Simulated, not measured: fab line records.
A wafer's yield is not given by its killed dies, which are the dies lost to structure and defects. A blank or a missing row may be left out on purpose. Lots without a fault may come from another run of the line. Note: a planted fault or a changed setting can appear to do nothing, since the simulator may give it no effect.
fab line records ; flow nand_harc
record lots=6; wafers=18; last_day=34
route steps=1302 shown A_BONDPAD@1211 END@1302
lots that met no fault: taken from a fault-free run of the same line
start_h: the number of hours between the record's first day and the start of the first shown wafer of the lot ; wait_h: time in hours since the lot's previous step ; " unchanged from the row above ; L1.1+2: one row covering several wafers at once ; - value missing, or start not given ; * or withheld: withheld ; < > ~ a bound
route shown NAME@n: names a module that has steps shown in the file, with the first one's number in the route ; usual: mean and standard deviation over wafers with no fault ; same: alike in all rows ; chamber/n: place in a boat ; sites: per-site readings ; _std_site: standard deviation of those values ; _edge_site: inner sites' mean taken away from outer sites' mean ; radius_mm: how far each site lies from the wafer's centre ; mask NAME#n: copy n ; behind: tool/chamber where the wafer was last shaped ; hold: the reason the lot was held/the length of the hold in hours/how it ended ; device: which transistor (n, p or np) failed to switch ; end of line: at the end of the route, the tests of the same wafers ; a step given without rows: its recipe and nothing more ; killed: dies that structure and defects cost at the first sort, which is not the same as the wafer's yield ; map: shows each die of a wafer: x if killed, . if not, _ if none is there
set.NAME: the setting that was run; set.NAME@STEP: the one run at that earlier step ; model.NAME: the simulator's own value behind a step, which no gauge read
certain route steps with their lots: each step a table, each wafer a row
services: when a tool's chamber went out of use (start_h, in hours from the record's first day, below 0 if earlier), for how many hours, and the reason
## steps
# step NHARC_A_BONDPAD_EBR_05
# step NHARC_A_BONDPAD_EXPOSE_06
# recipe na=0.55; dose_mj=36.99; mask_id=A_BPAD
# step NHARC_A_BONDPAD_PEB_07
# recipe peb_temp_c=128; peb_time_s=80
# step NHARC_A_BONDPAD_DEVELOP_08
# recipe time_s=50; dev_temp_c=22
# step NHARC_A_BONDPAD_CD_MEAS_09
# recipe target_cd_nm=500; landing_energy_ev=500
# usual cd_nm=501.0/1.9
lot.wafer;tool;chamber;start_h;wait_h;cd_nm
L565.2;cd_sem-03;0;554.06;-;501.9
L565.3;cd_sem-03;0;554.06;-;501.2
L565.4;cd_sem-03;0;554.06;-;502.3
L572.3;cd_sem-02;0;649.18;-;498.2
L572.4;cd_sem-02;0;649.18;-;502.5
L572.6;cd_sem-02;0;649.18;-;501.7
L573.1;cd_sem-01;0;651.12;-;501.4
L573.2;cd_sem-01;0;651.12;-;500.4
L573.4;cd_sem-01;0;651.12;-;501.2
L582.1;cd_sem-01;0;717.56;-;501.8
L582.2;cd_sem-01;0;717.56;-;501.9
L582.5;cd_sem-01;0;717.56;-;503.0
L585.2;cd_sem-03;0;766.06;-;504.4
L585.3;cd_sem-03;0;766.06;-;502.2
L585.5;cd_sem-03;0;766.06;-;499.0
L584.1;cd_sem-03;0;768.04;-;501.7
L584.2;cd_sem-03;0;768.04;-;498.9
L584.5;cd_sem-03;0;768.04;-;497.8
# step NHARC_A_BONDPAD_OVL_MEAS_35
# usual overlay_x_nm=-1/5.5; overlay_y_nm=3/3.4
lot.wafer;tool;chamber;start_h;wait_h;overlay_x_nm;overlay_y_nm
L565.2;overlay-02;-;554.16;-;-3;1
L565.3;overlay-02;-;554.16;-;-3;1
L565.4;overlay-02;-;554.16;-;-3;1
L572.3;overlay-02;-;649.27;-;3;4
L572.4;overlay-02;-;649.27;-;3;5
L572.6;overlay-02;-;649.27;-;3;5
L573.1;overlay-01;-;651.21;-;5;4
L573.2;overlay-01;-;651.21;-;4;4
L573.4;overlay-01;-;651.21;-;4;4
L582.1;overlay-02;-;717.64;-;-2;5
L582.2;overlay-02;-;717.64;-;-2;6
L582.5;overlay-02;-;717.64;-;-1;6
L585.2;overlay-02;-;766.15;-;4;2
L585.3;overlay-02;-;766.15;-;3;2
L585.5;overlay-02;-;766.15;-;4;2
L584.1;overlay-02;-;768.13;-;-3;1
L584.2;overlay-02;-;768.13;-;-3;1
L584.5;overlay-02;-;768.13;-;-3;1
# step NHARC_A_BONDPAD_HARDBAKE_10
# recipe temp_c=118; time_s=65
# step NHARC_A_BONDPAD_DESCUM_11
# recipe time_s=3; o2_flow_sccm=200; ar_flow_sccm=0; bias_power_w=0; chemistry=O2
# usual drypump_motor_current_A=5.9/0.44; mfc_ar_sccm=0.005/0.0083; oes_product_au=0.999/0.0088; rf_vpp_V=57.7/0.94; showerhead_plenum_p_Torr=1.93/0.09; throttle_valve_pct=11.311/0.01
lot.wafer;tool;chamber;start_h;wait_h;drypump_motor_current_A;mfc_ar_sccm;oes_product_au;rf_hours_counter_h;rf_vpp_V;showerhead_plenum_p_Torr;throttle_valve_pct
L565.2;rie_diel-08;1;554.29;-;5.9;0;1.007;0;56.6;2.04;11.323
L565.4;rie_diel-08;2;554.29;-;5.4;0;0.987;0;57.9;1.94;11.313
L565.3;rie_diel-08;3;554.29;-;5.5;0;0.992;0;59.1;1.93;11.318
L572.4;rie_diel-08;2;649.41;-;5.4;0;0.988;3;57.9;1.93;11.305
L572.3;rie_diel-08;3;649.41;-;5.5;0;0.994;3;56.9;1.93;11.300
L572.6;rie_diel-08;0;649.41;-;6.6;0.010;1.005;-;59.0;1.94;11.293
L573.1;rie_diel-04;1;651.35;-;6.0;0;1.019;38;56.1;1.81;11.314
L573.2;rie_diel-04;2;651.35;-;6.1;0;0.983;35;57.1;1.79;11.307
L573.4;rie_diel-04;2;651.35;-;6.2;0;0.996;-;57.2;1.79;11.295
L582.1;rie_diel-11;1;717.77;-;6.1;0;0.989;15;58.4;1.93;11.324
L582.2;rie_diel-11;0;717.77;-;5.2;0.025;0.993;15;57.8;1.93;11.325
L582.5;rie_diel-11;1;717.77;-;6.1;0;0.995;-;57.7;1.93;11.310
L585.3;rie_diel-08;2;766.27;-;5.4;0;0.993;0;57.0;1.93;11.315
L585.2;rie_diel-08;1;766.27;-;5.9;0;0.981;0;58.7;2.04;11.324
L585.5;rie_diel-08;3;766.27;-;5.5;0;1.009;-;58.0;1.92;11.314
L584.1;rie_diel-04;0;768.26;-;5.7;0.002;0.998;20;59.4;2.07;11.313
L584.2;rie_diel-04;1;768.26;-;5.9;0;1.008;17;57.6;1.80;11.296
L584.5;rie_diel-04;1;768.26;-;6.0;0;1.006;-;58.6;1.80;11.302
# step NHARC_A_BONDPAD_ETCH_34
# recipe target_depth_a=600; overetch_a=180; time_s=65.91; ion_energy_ev=200; n2_flow_sccm=150; h2_flow_sccm=150; ar_flow_sccm=0; rf_w=400; bias_w=150; chemistry=N2/H2
# usual bias_w=150.0/0.4; chamber_pressure_mTorr=29.999/0.028; drypump_motor_current_A=5.9/0.46; mfc_ar_sccm=0.005/0.0084; oes_product_au=0.999/0.0079; rf_vpp_V=430.8/2.6; showerhead_plenum_p_Torr=2.06/0.094; throttle_valve_pct=14.172/0.0085
lot.wafer;tool;chamber;start_h;wait_h;bias_w;chamber_pressure_mTorr;drypump_motor_current_A;mfc_ar_sccm;oes_product_au;rf_hours_counter_h;rf_vpp_V;showerhead_plenum_p_Torr;throttle_valve_pct
L565.4;rie_diel-08;3;554.37;0.1;150.0;29.997;5.5;0;0.989;0;431.0;2.05;14.176
L565.3;rie_diel-08;0;554.37;0.1;150.2;30.020;6.6;0.010;1.009;0;432.5;2.07;14.163
L565.2;rie_diel-08;1;554.37;0.1;150.0;30.047;5.9;0;1.000;0;434.1;2.18;14.171
L572.3;rie_diel-08;1;649.48;0.1;150.2;30.034;5.9;0;0.997;3;434.9;2.18;14.165
L572.4;rie_diel-08;2;649.48;0.1;150.6;30.009;5.4;0;0.999;3;431.1;2.06;14.168
L572.6;rie_diel-08;0;649.48;0.1;149.8;30.014;6.6;0.010;0.996;-;431.6;2.07;14.181
L573.2;rie_diel-04;2;651.47;0.1;150.3;30.028;6.1;0;0.984;35;425.1;1.91;14.171
L573.1;rie_diel-04;1;651.47;0.1;149.7;29.966;5.9;0;1.009;38;426.4;1.93;14.161
L573.4;rie_diel-04;2;651.47;0.1;150.2;30.025;6.1;0;0.993;-;426.2;1.91;14.166
L582.2;rie_diel-11;3;717.85;0.1;150.3;29.999;6.6;0;0.996;13;431.8;2.15;14.180
L582.1;rie_diel-11;1;717.85;0.1;150.0;29.989;6.1;0;0.989;15;430.2;2.06;14.155
L582.5;rie_diel-11;0;717.85;0.1;149.4;29.985;5.2;0.025;0.996;-;431.4;2.06;14.166
L585.3;rie_diel-08;2;766.36;0.1;149.4;29.997;5.4;0;0.999;0;430.2;2.06;14.174
L585.2;rie_diel-08;1;766.36;0.1;149.9;30.004;5.9;0;0.994;0;434.5;2.18;14.181
L585.5;rie_diel-08;3;766.36;0.1;149.4;29.957;5.6;0;1.016;-;430.9;2.05;14.170
L584.2;rie_diel-04;2;768.36;0.1;149.5;29.989;6.1;0;1.008;17;425.8;1.89;14.169
L584.1;rie_diel-04;1;768.36;0.1;150.3;30.002;6.0;0;1.022;17;426.4;1.91;14.180
L584.5;rie_diel-04;2;768.36;0.1;150.3;29.996;6.1;0;1.002;-;426.1;1.89;14.188
# step NHARC_A_BONDPAD_ETCH_12
# recipe target_depth_a=2200; time_s=110; chf3_flow_sccm=50; o2_flow_sccm=10; ar_flow_sccm=200; rf_w=500; bias_w=200; chemistry=CHF3/O2
# usual bias_w=200.0/0.6; chamber_pressure_mTorr=24.999/0.021; drypump_motor_current_A=5.9/0.45; mfc_ar_sccm=200.0/0.64; oes_product_au=0.946/0.024; rf_vpp_V=371.0/2.3; showerhead_plenum_p_Torr=2.42/0.1; throttle_valve_pct=20.572/0.0094
lot.wafer;tool;chamber;start_h;wait_h;bias_w;chamber_pressure_mTorr;drypump_motor_current_A;mfc_ar_sccm;oes_product_au;rf_hours_counter_h;rf_vpp_V;showerhead_plenum_p_Torr;throttle_valve_pct
L565.4;rie_diel-08;2;-;-;200.6;24.984;5.4;200.0;0.970;0;370.9;2.43;20.563
L565.2;rie_diel-08;3;-;-;199.1;24.998;5.5;199.7;0.970;0;371.3;2.42;20.571
L565.3;rie_diel-08;1;-;-;200.5;25.031;5.9;199.4;0.961;0;373.9;2.56;20.568
L572.3;rie_diel-08;0;-;-;199.4;25.019;6.6;199.9;0.964;3;370.7;2.43;20.566
L572.4;rie_diel-08;1;-;-;199.0;25.004;5.9;199.9;0.957;3;373.7;2.56;20.571
L572.6;rie_diel-08;0;-;-;200.5;25.022;6.6;200.4;0.965;-;371.7;2.43;20.565
L573.1;rie_diel-04;1;-;-;198.4;24.994;5.9;199.4;0.923;38;368.9;2.28;20.586
L573.2;rie_diel-04;2;-;-;199.1;25.049;6.1;200.8;0.905;35;367.8;2.26;20.583
L573.4;rie_diel-04;0;-;-;199.5;24.991;5.6;200.3;0.928;-;366.2;2.23;20.588
L582.1;rie_diel-11;1;-;-;199.5;25.006;6.0;199.5;0.912;15;371.7;2.42;20.558
L582.2;rie_diel-11;0;-;-;199.5;24.953;5.2;200.9;0.919;15;370.7;2.43;20.564
L582.5;rie_diel-11;2;-;-;199.7;25.000;5.9;200.6;0.923;-;367.3;2.26;20.572
L585.3;rie_diel-08;2;-;-;199.8;25.023;5.4;199.9;0.949;0;370.4;2.43;20.570
L585.2;rie_diel-08;0;-;-;199.9;24.995;6.6;200.1;0.976;1;372.2;2.43;20.563
L585.5;rie_diel-08;1;-;-;200.2;24.974;5.9;199.9;0.958;-;373.6;2.55;20.567
L584.2;rie_diel-04;1;-;-;200.1;24.985;6.0;199.6;0.941;17;367.6;2.26;20.575
L584.1;rie_diel-04;2;-;-;200.1;24.969;6.1;200.0;0.937;17;367.9;2.24;20.579
L584.5;rie_diel-04;0;-;-;199.8;25.006;5.6;199.8;0.945;-;376.3;2.59;20.569
# step NHARC_A_BONDPAD_CD_MEAS_13
# usual cd_nm=500.3/1.9
lot.wafer;tool;chamber;start_h;wait_h;cd_nm
L565.2;cd_sem-02;-;554.61;-;500.4
L565.3;cd_sem-02;-;554.61;-;499.8
L565.4;cd_sem-02;-;554.61;-;502.0
L572.3;cd_sem-03;-;649.72;-;496.6
L572.4;cd_sem-03;-;649.72;-;502.3
L572.6;cd_sem-03;-;649.72;-;500.8
L573.1;cd_sem-02;-;651.73;-;500.2
L573.2;cd_sem-02;-;651.73;-;499.2
L573.4;cd_sem-02;-;651.73;-;500.2
L582.1;cd_sem-02;-;718.08;-;500.9
L582.2;cd_sem-02;-;718.08;-;501.3
L582.5;cd_sem-02;-;718.08;-;501.5
L585.2;cd_sem-03;-;766.59;-;504.2
L585.3;cd_sem-03;-;766.59;-;503.8
L585.5;cd_sem-03;-;766.59;-;498.6
L584.1;cd_sem-01;-;768.62;-;500.5
L584.2;cd_sem-01;-;768.62;-;497.9
L584.5;cd_sem-01;-;768.62;-;495.9
# step NHARC_A_BONDPAD_STRIP_15
# recipe o2_flow_sccm=500; ar_flow_sccm=0; bias_w=0; chemistry=O2
# usual drypump_motor_current_A=5.9/0.47; mfc_ar_sccm=0.006/0.0087; oes_product_au=0.997/0.0089; rf_vpp_V=58.0/0.87; showerhead_plenum_p_Torr=3.57/0.13; throttle_valve_pct=17.037/0.0095
lot.wafer;tool;chamber;start_h;wait_h;drypump_motor_current_A;mfc_ar_sccm;oes_product_au;rf_hours_counter_h;rf_vpp_V;showerhead_plenum_p_Torr;throttle_valve_pct
L565.3;rie_diel-08;1;554.69;0.1;5.9;0;1.007;0;57.4;3.75;17.036
L565.4;rie_diel-08;2;554.69;0.1;5.4;0;0.994;0;58.6;3.57;17.065
L565.2;rie_diel-08;3;554.69;0.1;5.5;0;0.994;0;59.3;3.55;17.056
L572.4;rie_diel-08;0;649.81;0.1;6.6;0.010;1.007;3;58.4;3.57;17.039
L572.3;rie_diel-08;2;649.81;0.1;5.4;0;0.980;3;57.6;3.57;17.019
L572.6;rie_diel-08;3;649.81;0.1;5.5;0;1.007;-;58.3;3.55;17.015
L573.2;rie_diel-04;2;651.81;0.1;6.2;0;0.988;35;57.0;3.32;17.034
L573.1;rie_diel-04;0;651.81;0.1;5.6;0.002;1.009;37;57.1;3.29;17.039
L573.4;rie_diel-04;1;651.81;0.1;5.9;0;0.998;-;56.6;3.35;17.024
L582.1;rie_diel-11;2;718.17;0.1;5.9;0.022;1.003;13;58.5;3.32;17.024
L582.2;rie_diel-11;0;718.17;0.1;5.2;0.025;0.996;15;59.0;3.56;17.035
L582.5;rie_diel-11;2;718.17;0.1;5.9;0.022;1.005;-;56.3;3.32;17.041
L585.2;rie_diel-08;2;766.70;0.1;5.4;0;0.999;0;57.9;3.56;17.041
L585.3;rie_diel-08;3;766.70;0.1;5.5;0;1.005;1;58.0;3.55;17.028
L585.5;rie_diel-08;0;766.70;0.1;6.6;0.010;1.006;-;57.2;3.57;17.049
L584.2;rie_diel-08;0;768.69;0.1;6.6;0.010;1.005;1;57.0;3.57;17.047
L584.1;rie_diel-08;1;768.69;0.1;5.9;0;0.983;1;59.4;3.75;17.052
L584.5;rie_diel-08;1;768.69;0.1;5.9;0;0.984;-;57.6;3.75;17.035
# step NHARC_A_BONDPAD_ETCH_24
# recipe target_depth_a=300; over_etch_frac=0.3; time_s=72.99; ion_energy_ev=150; cf4_flow_sccm=50; n2_flow_sccm=100; ar_flow_sccm=150; rf_w=300; bias_w=100; chemistry=CF4/N2
# usual bias_w=99.96/0.3; cf4_flow_sccm=49.97/0.15; drypump_motor_current_A=5.9/0.48; mfc_ar_sccm=150.0/0.49; oes_product_au=0.999/0.0092; rf_vpp_V=314.6/1.9; showerhead_plenum_p_Torr=2.65/0.097; throttle_valve_pct=19.793/0.0095
lot.wafer;tool;chamber;start_h;wait_h;bias_w;cf4_flow_sccm;drypump_motor_current_A;mfc_ar_sccm;oes_product_au;rf_hours_counter_h;rf_vpp_V;showerhead_plenum_p_Torr;throttle_valve_pct
L565.2;rie_diel-08;0;554.83;-;99.72;49.85;6.6;149.9;0.999;0;314.8;2.66;19.781
L565.4;rie_diel-08;1;554.83;-;99.76;50.14;5.9;149.4;1.005;0;315.8;2.79;19.799
L565.3;rie_diel-08;2;554.83;-;99.69;49.90;5.4;149.9;0.989;0;314.9;2.65;19.776
L572.3;rie_diel-08;2;649.95;-;-;-;-;-;-;-;-;-;-
L572.4;rie_diel-08;3;649.95;-;-;-;-;-;-;-;-;-;-
L572.6;rie_diel-08;1;649.95;-;-;-;-;-;-;-;-;-;-
L573.2;rie_diel-04;2;652.00;0.2;-;-;-;-;-;-;-;-;-
L573.1;rie_diel-04;0;652.00;0.2;-;-;-;-;-;-;-;-;-
L573.4;rie_diel-04;0;652.00;0.2;-;-;-;-;-;-;-;-;-
L582.1;rie_diel-11;2;718.31;-;99.74;50.14;5.9;149.7;1.008;13;311.9;2.47;19.784
L582.2;rie_diel-11;1;718.31;-;99.89;50.16;6.1;149.6;0.997;15;314.7;2.65;19.795
L582.5;rie_diel-11;3;718.31;-;99.94;49.78;6.6;149.1;0.981;-;315.6;2.75;19.797
L585.3;rie_diel-08;3;766.82;-;99.95;50.20;5.5;150.8;0.999;1;315.6;2.64;19.799
L585.2;rie_diel-08;1;766.82;-;99.98;50.29;5.9;149.2;0.989;1;317.7;2.79;19.799
L585.5;rie_diel-08;3;766.82;-;99.53;49.85;5.5;150.3;1.007;-;313.1;2.64;19.782
L584.1;rie_diel-08;0;768.84;-;100.39;50.20;6.6;150.2;1.001;1;314.5;2.66;19.770
L584.2;rie_diel-08;3;768.84;-;99.94;49.96;5.5;150.1;1.006;1;316.0;2.64;19.818
L584.5;rie_diel-08;1;768.84;-;99.61;49.95;5.9;149.7;0.990;-;315.8;2.79;19.801
# step NHARC_A_BONDPAD_STRIP_16
# recipe time_s=600; temp_c=30; chemistry=post_etch_residue_remover
# step NHARC_END_SORT_01
# recipe temp_c=25
# usual defect_limited_yield=90.6/2.8; killed_at_array=58/20; killed_at_other=0.8/1; killed_at_periphery=4.6/2.8; killed_dies=63/19; killed_open=3.4/2; killed_short=2.4/1.8
# same gross_dies=677
lot.wafer;tool;chamber;start_h;wait_h;defect_limited_yield[%];killed_at_array;killed_at_other;killed_at_periphery;killed_dies;killed_open;killed_short
L573.1;prober-02;0;679.05;2.5;0;671;0;6;677;5;3
L573.2;prober-02;0;679.85;2.8;0;669;0;8;677;7;1
L573.4;prober-02;0;681.46;3.4;0;669;1;7;677;6;5
L572.3;prober-01;0;688.28;3.1;0;673;0;4;677;4;2
L572.4;prober-01;0;689.06;3.3;0;674;0;3;677;3;2
L572.6;prober-01;0;690.63;3.9;0;674;0;3;677;2;3
# killed by level:class
L573.1 A_BONDPAD:area_etch=615 A_SLIT:chamber_film_flake=35 A_CHANNEL_HOLE_D1:chamber_film_flake=7 A_M1:geometric_particle:open=2 P_M2:chamber_film_flake=2 A_CONTACT:chamber_film_flake=2 A_BLC:chamber_film_flake=2 P_M0:geometric_particle:short=1
L573.2 A_BONDPAD:area_etch=619 A_SLIT:chamber_film_flake=34 P_M2:chamber_film_flake=4 A_CONTACT:chamber_film_flake=4 A_CHANNEL_FILL_D2:geometric_particle:open=3 A_CHANNEL_HOLE_D1:chamber_film_flake=3 A_STAIRCASE:chamber_film_flake=3 P_GATE:geometric_particle:open=1
L573.4 A_BONDPAD:area_etch=618 A_SLIT:chamber_film_flake=31 A_CHANNEL_HOLE_D1:chamber_film_flake=4 A_CONTACT:chamber_film_flake=3 A_WL_FILL:geometric_particle:short=2 P_GATE:chamber_film_flake=2 P_M2:chamber_film_flake=2 A_ZERO_WELL:chamber_film_flake=2
L572.3 A_BONDPAD:area_etch=628 A_CHANNEL_HOLE_D1:chamber_film_flake=32 A_STAIRCASE:chamber_film_flake=3 P_M2:chamber_film_flake=2 A_CHANNEL_HOLE_D2:chamber_film_flake=2 P_GATE:geometric_particle:open=1 A_ONON_D1:geometric_particle:short=1 A_ONON_D2:geometric_particle:open=1
L572.4 A_BONDPAD:area_etch=637 A_CHANNEL_HOLE_D1:chamber_film_flake=24 A_CONTACT:chamber_film_flake=3 P_M2:chamber_film_flake=2 A_ZERO_WELL:chamber_film_flake=2 A_SLIT:chamber_film_flake=2 P_M0:geometric_particle:open=1 A_CHANNEL_HOLE_D1:geometric_particle:short=1
L572.6 A_BONDPAD:area_etch=641 A_CHANNEL_HOLE_D1:chamber_film_flake=21 A_CONTACT:chamber_film_flake=4 A_STAIRCASE:chamber_film_flake=2 P_CONTACT:geometric_particle:open=1 A_ONON_D1:geometric_particle:short=1 A_DECK1_JOINT:geometric_particle:short=1 A_SGD_CUT:geometric_particle:short=1
# map L572.3 (x killed, . not)
____________x____________
_________xxxxxxx_________
_______xxxxxxxxxxx_______
______xxxxxxxxxxxxx______
_____xxxxxxxxxxxxxxx_____
____xxxxxxxxxxxxxxxxx____
____xxxxxxxxxxxxxxxxx____
___xxxxxxxxxxxxxxxxxxx___
___xxxxxxxxxxxxxxxxxxx___
__xxxxxxxxxxxxxxxxxxxxx__
__xxxxxxxxxxxxxxxxxxxxx__
_xxxxxxxxxxxxxxxxxxxxxxx_
_xxxxxxxxxxxxxxxxxxxxxxx_
_xxxxxxxxxxxxxxxxxxxxxxx_
_xxxxxxxxxxxxxxxxxxxxxxx_
_xxxxxxxxxxxxxxxxxxxxxxx_
xxxxxxxxxxxxxxxxxxxxxxxxx
xxxxxxxxxxxxxxxxxxxxxxxxx
xxxxxxxxxxxxxxxxxxxxxxxxx
xxxxxxxxxxxxxxxxxxxxxxxxx
xxxxxxxxxxxxxxxxxxxxxxxxx
_xxxxxxxxxxxxxxxxxxxxxxx_
_xxxxxxxxxxxxxxxxxxxxxxx_
_xxxxxxxxxxxxxxxxxxxxxxx_
_xxxxxxxxxxxxxxxxxxxxxxx_
_xxxxxxxxxxxxxxxxxxxxxxx_
__xxxxxxxxxxxxxxxxxxxxx__
__xxxxxxxxxxxxxxxxxxxxx__
___xxxxxxxxxxxxxxxxxxx___
___xxxxxxxxxxxxxxxxxxx___
____xxxxxxxxxxxxxxxxx____
____xxxxxxxxxxxxxxxxx____
_____xxxxxxxxxxxxxxx_____
______xxxxxxxxxxxxx______
_______xxxxxxxxxxx_______
_________xxxxxxx_________
____________x____________
# map L573.1 (x killed, . not)
____________x____________
_________xxxxxxx_________
_______xxxxxxxxxxx_______
______xxxxxxxxxxxxx______
_____xxxxxxxxxxxxxxx_____
____xxxxxxxxxxxxxxxxx____
____xxxxxxxxxxxxxxxxx____
___xxxxxxxxxxxxxxxxxxx___
___xxxxxxxxxxxxxxxxxxx___
__xxxxxxxxxxxxxxxxxxxxx__
__xxxxxxxxxxxxxxxxxxxxx__
_xxxxxxxxxxxxxxxxxxxxxxx_
_xxxxxxxxxxxxxxxxxxxxxxx_
_xxxxxxxxxxxxxxxxxxxxxxx_
_xxxxxxxxxxxxxxxxxxxxxxx_
_xxxxxxxxxxxxxxxxxxxxxxx_
xxxxxxxxxxxxxxxxxxxxxxxxx
xxxxxxxxxxxxxxxxxxxxxxxxx
xxxxxxxxxxxxxxxxxxxxxxxxx
xxxxxxxxxxxxxxxxxxxxxxxxx
xxxxxxxxxxxxxxxxxxxxxxxxx
_xxxxxxxxxxxxxxxxxxxxxxx_
_xxxxxxxxxxxxxxxxxxxxxxx_
_xxxxxxxxxxxxxxxxxxxxxxx_
_xxxxxxxxxxxxxxxxxxxxxxx_
_xxxxxxxxxxxxxxxxxxxxxxx_
__xxxxxxxxxxxxxxxxxxxxx__
__xxxxxxxxxxxxxxxxxxxxx__
___xxxxxxxxxxxxxxxxxxx___
___xxxxxxxxxxxxxxxxxxx___
____xxxxxxxxxxxxxxxxx____
____xxxxxxxxxxxxxxxxx____
_____xxxxxxxxxxxxxxx_____
______xxxxxxxxxxxxx______
_______xxxxxxxxxxx_______
_________xxxxxxx_________
____________x____________
## services
tool;chamber;start_h;hours;kind
rie_diel-04;-;532.18;9.0;pm
rie_diel-08;-;544.80;9.0;pm
rie_diel-08;0;544.80;9.0;vent_cycle
rie_diel-08;1;544.80;9.0;vent_cycle
rie_diel-08;2;544.80;9.0;vent_cycle
rie_diel-08;3;544.80;9.0;vent_cycle
rie_diel-11;1;553.53;7.1;repair
rie_diel-08;0;553.80;-;clean
rie_diel-08;1;553.80;-;clean
rie_diel-08;2;553.80;-;clean
rie_diel-08;3;553.80;-;clean
rie_diel-08;0;578.30;-;clean
rie_diel-08;1;578.30;-;clean
rie_diel-08;2;578.30;-;clean
rie_diel-08;3;578.30;-;clean
rie_diel-08;0;602.80;-;clean
rie_diel-08;1;602.80;-;clean
rie_diel-08;2;602.80;-;clean
rie_diel-04;2;633.68;5.4;repair
rie_diel-11;-;646.03;9.0;pm
rie_diel-04;3;648.56;46.2;repair
rie_diel-04;-;709.18;9.0;pm
rie_diel-08;-;721.80;9.0;pm
rie_diel-04;3;761.40;14.3;repair
## key
first_sign step=NHARC_A_BONDPAD_ETCH_24; reading=tool_record; direction=missing
effect step=NHARC_END_SORT_01; reading=defect_limited_yield; direction=down; sigmas=32; usual=90.6; struck=0
more_kills_born_at NHARC_A_BONDPAD_ETCH_24@rie_diel-08=1906; NHARC_A_BONDPAD_ETCH_24@rie_diel-04=1852
met_at NHARC_A_BONDPAD_ETCH_24
struck_wafers L572.3,L572.4,L572.6,L573.1,L573.2,L573.4
later_rows_left_out L572.3,L572.4,L572.6,L573.1,L573.2,L573.4
onset_between 554.83 649.95
fault kind=skipped_step_whole; tool=rie_diel-04,rie_diel-08; chamber=-; onset_h=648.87; steps=NHARC_A_BONDPAD_ETCH_24; scope=struck_lots_only
# later_rows_left_out: the simulator's readings of these wafers behind a module that went badly wrong aren't trusted and aren't shown, but for the sort
